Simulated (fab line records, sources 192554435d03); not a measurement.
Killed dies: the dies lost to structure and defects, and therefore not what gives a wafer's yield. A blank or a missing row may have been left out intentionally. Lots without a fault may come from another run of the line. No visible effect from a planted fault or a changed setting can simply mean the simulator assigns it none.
Struck lot and sound lot, side by side :: flow n5-finfet :: 19 steps out of a route of 1938
Sound: these wafers, L195.1, L195.2, L195.3. Struck: wafer L202.2. (L202.1, L202.6 of the same lot were not struck and are left out.) The cause comes at the end.
Per side, at each step with rows, come the tool, then ch with its chambers, and then its first start. Under that, the readings that differ: sound wafers :: struck wafers :: difference of the means :: sigmas: that difference in standard deviations of wafers without a fault.
alike: words and numbers the same on both sides, and readings whose means are apart by under 2 such deviations; not compared: readings that were withheld, readings missing a value for some wafer, numbers with overlapping values and no deviation given by the record, and bounds like >300 which may hide the same value.
The two part at a step that has a row with sigmas, a row that says differs or no value, or rows on one side only. Numbers that have no deviation but don't overlap get no sigmas and don't part them. A reading missing from all wafers of one side parts the sides only when that side holds two or more wafers.

N5_BEOL_M0_SAQP_INSPECT_16: inspects for defects (brightfield).
  sound: defect-inspect-01 at day 5 23:50; struck: defect-inspect-01 at day 7 08:15
  alike: raw-defect-count
then, 1 step without rows for these wafers: N5_BEOL_M0_SAQP_DESCUM_19 (chemistry O2, time 7.9 s).
N5_BEOL_M0_SAQP_ETCH_83: etches SiARC in CF4, target depth 39 nm, time 65 s.
  sound on rie-diel-01 ch 0,1,3, day 5 23:55; struck on rie-diel-03 ch 2, day 7 08:19
reading: rf-hours-counter-h (h)
sound: 36 24 188
struck: 216
difference: +133
sigmas: 
  alike: drypump-motor-current-A, etch-rf-on-time-s, oes-product-au, rf-fwd-power-W, rf-vpp-V, showerhead-plenum-p-Torr, throttle-valve-pct
N5_BEOL_M0_SAQP_ETCH_84: etches SOC in N2/H2, target depth 100 nm, overetch 20 nm, time 150 s.
  sound on rie-diel-01 ch 0,1,3, day 5 23:58; struck on rie-diel-03 ch 2, day 7 08:22
reading: rf-hours-counter-h (h)
sound: 36 24 188
struck: 216
difference: +133
sigmas: 
  alike: drypump-motor-current-A, oes-product-au, rf-fwd-power-W, rf-vpp-V, showerhead-plenum-p-Torr, throttle-valve-pct
then, 7 steps without rows for these wafers: N5_BEOL_M0_SAQP_STRIP_80 (strips in N2/H2); N5_BEOL_M0_SAQP_HM_OPEN_112 (chemistry CHF3/O2, target SiO2, stops on a-Si, target depth 12 nm, time 13.5 s); N5_BEOL_M0_SAQP_STRIP_113 (strips in CHF3/O2); N5_BEOL_M0_SAQP_MANDREL_ETCH_20 (etches a-Si in HBr/Cl2, stops on SiNx, target depth 60 nm, bt time 10 s, time 30 s); N5_BEOL_M0_SAQP_STRIP_86 (strips in N2/H2); N5_BEOL_M0_SAQP_STRIP_115 (strips in post etch residue remover, time 60 s); N5_BEOL_M0_SAQP_SRD_93 (time 30 s).
N5_BEOL_M0_SAQP_RECESS_114: chemistry HF/NH3, target SiO2, target depth 14.4 nm, afs cycles 3, sublimation time 60 s.
  sound on vapor-etch-02 ch 0,1, day 6 00:26; struck on vapor-etch-01 ch 1, day 7 08:47
  alike: drypump-motor-current-A
N5_BEOL_M0_SAQP_SPACER1_ALD_98: deposits SiO2, target thk 12.8 nm, pulse time 1 s, purge time 2 s.
  sound on ald-sin-02 ch 0,2,3, day 6 00:49; struck on ald-sin-02 ch 2, day 7 09:10
reading: ald-cycles
sound: 138 138 138
struck: 124
difference: -14
sigmas: 

reading: model.SiO2_of_BEOL_M0_SAQP_SPACER1_ALD_98.thk-nm (nm)
sound: 12.8 12.8 12.8
struck: 11.4
difference: -1.4
sigmas: 
  alike: heater-power-outer-w, heater-power-w, precursor-pulse-height-rel
N5_BEOL_M0_SAQP_SPACER1_ETCHBACK_99: etches SiO2 in CHF3/O2, target depth 15.4 nm, time 7.7 s.
  sound on rie-diel-03 ch 0,2,3, day 6 01:29; struck on rie-diel-01 ch 3, day 7 09:44
  alike: drypump-motor-current-A, oes-product-au, rf-fwd-power-W, rf-vpp-V, showerhead-plenum-p-Torr, throttle-valve-pct
  not compared: rf-hours-counter-h
N5_BEOL_M0_SAQP_MANDREL1_REMOVE_100: chemistry HBr/Cl2/O2, target a-Si, stops on SiNx, bt time 10 s.
  sound on rie-si-03 ch 0,1,3, day 6 01:34; struck on rie-si-03 ch 0, day 7 09:49
reading: rf-hours-counter-h (h)
sound: 22 159 183
struck: 184
difference: +63
sigmas: 

reading: model.SiO2_of_BEOL_M0_SAQP_SPACER1_ALD_98.thk-nm (nm)
sound: 7.4 7.4 7.4
struck: 6
difference: -1
sigmas: 

reading: model.BEOL_M0_SAQP.cd-nm (nm)
sound: 12.8 12.8 12.8
struck: 11.4
difference: -1.4
sigmas: 
  alike: drypump-motor-current-A, oes-product-au, rf-fwd-power-W, throttle-valve-pct
N5_BEOL_M0_SAQP_CD_MEAS_25 targets a cd of 13.1 nm.
  sound on cd-sem-02 ch 0, day 6 01:41; struck on cd-sem-01 ch 0, day 7 09:56
reading: cd-nm (nm)
sound: 12.99 13.13 12.69
struck: 11.36
difference: -1.58
sigmas: -7
N5_BEOL_M0_SAQP_ETCH_101: etches SiNx in CH3F/O2, target depth 29.9 nm, time 42.7 s.
  sound on rie-diel-04 ch 0,1,2, day 6 01:47; struck on rie-diel-01 ch 1, day 7 10:03
reading: rf-vpp-V (V)
sound: 305 297 312
struck: 290
difference: -15
sigmas: -2
  alike: drypump-motor-current-A, oes-product-au, rf-fwd-power-W, showerhead-plenum-p-Torr, throttle-valve-pct
  not compared: rf-hours-counter-h
-- record jumps: 3 days separate the struck wafers' starts on either side; left off in module BEOL_M0_SAQP, taken up again in module BEOL_M4, whose first shown step is the route's number 1111 --
N5_BEOL_M4_RC_MEAS_101:
  sound on prober-01 ch 0, day 8 07:13; struck on prober-01 ch 0, day 10 01:14
reading: IOFF_N (nA/um)
sound: 0.19 0.17 0.18
struck: 0.11
difference: -0.07
sigmas: -2

reading: ION_N (uA/um)
sound: 687 687 699
struck: 662
difference: -29
sigmas: -2

reading: ION_P (uA/um)
sound: 470 469 477
struck: 453
difference: -19
sigmas: -2

reading: SS_N (mV/dec)
sound: 71.7 71.7 71.8
struck: 70.3
difference: -1.4
sigmas: -2

reading: VT_N (mV)
sound: 247 245 246
struck: 254
difference: +8
sigmas: +2

reading: VT_P (mV)
sound: -247 -250 -248
struck: -256
difference: -8
sigmas: -2
  alike: DIBL_N, DIBL_P, IOFF_P, SS_P
-- here the record skips 4 days between the struck wafers' starts before and after, leaving off in module BEOL_M4 and picking up in module PASSIVATION (first step shown: number 1936 of the route) --
N5_PASSIVATION_PROBE_49:
  rows exist in the record for the struck wafers here (prober-01, day 14 08:12), but not for the sound ones

WHERE THEY PART
Earliest at N5_BEOL_M0_SAQP_CD_MEAS_25; latest, in this record, at N5_PASSIVATION_PROBE_49.

WHY: what had been put in by the simulator
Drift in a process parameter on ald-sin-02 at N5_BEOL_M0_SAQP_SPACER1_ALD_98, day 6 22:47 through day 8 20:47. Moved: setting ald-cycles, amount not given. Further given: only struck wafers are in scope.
